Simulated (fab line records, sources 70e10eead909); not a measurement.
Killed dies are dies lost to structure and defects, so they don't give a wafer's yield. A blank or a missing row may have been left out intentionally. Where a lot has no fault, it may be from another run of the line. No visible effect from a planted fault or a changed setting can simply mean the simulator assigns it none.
Chamber matching	flow nandHarc	4 sister chambers for NHARC_A_DECK1_JOINT_CMP_02 on cmp-03
The step polishes SiOx. 24 wafers are shown with their chamber, then 12 later ones without.

## WAFERS WITH THEIR CHAMBER
wafer	chamber	motorCurrentA (A)
L076.1	1	12.3
L076.4	3	10.5
L076.5	2	14.3
L080.1	2	15.0
L080.2	0	12.4
L080.6	0	12.3
L081.1	3	10.9
L081.3	2	15.0
L081.5	3	10.9
L083.3	3	10.9
L083.4	2	15.3
L083.5	0	11.6
L083.1	0	13.2
L083.2	1	12.2
L083.6	3	10.7
L084.2	2	14.2
L084.3	3	10.5
L084.6	1	11.6
L085.1	1	12.0
L085.4	0	13.0
L085.5	3	10.8
L089.1	3	11.0
L089.2	0	13.1
L089.6	2	14.3

SIGNATURES, as means of the wafers listed above
reading	chamber 0	chamber 1	chamber 2	chamber 3	scatter within a chamber
motorCurrentA	12.600	12.025	14.683	10.775	0.421
Rule: for each reading, subtract the chamber's mean from the wafer's reading, divide by that reading's scatter and square the result; add these up over the readings and take the root, which gives the wafer's distance from the chamber. The wafer belongs to the nearest chamber; if the next one is less than 2 further off, it can't be placed. The scatter: take each reading less its chamber's mean, square it, sum over the shown wafers, divide by the number of wafers less the number of chambers, and take the root.

## WAFERS WHOSE CHAMBER IS MISSING
wafer	motorCurrentA (A)
L090.1	14.2
L090.3	11.5
L090.6	13.5
L093.1	11.4
L093.3	15.0
L093.4	10.6
L095.1	14.9
L095.2	13.1
L095.5	15.2
L095.3	10.8
L095.4	11.9
L095.6	11.4

## WHICH CHAMBER EACH WENT THROUGH
wafer	from the rows above	in truth
L090.1	2	2
L090.3	can't be placed: 1 or 3 or 0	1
L090.6	can't be placed: 0 or 2 or 1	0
L093.1	can't be placed: 1 or 3 or 0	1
L093.3	2	2
L093.4	3	3
L095.1	2	2
L095.2	can't be placed: 0 or 1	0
L095.5	2	2
L095.3	3	3
L095.4	can't be placed: 1 or 0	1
L095.6	can't be placed: 1 or 3 or 0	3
Placed correctly: 6 of 12. Cannot be placed on the basis of these rows: 6; the candidates contain the true chamber in 6. Placed wrongly: 0.
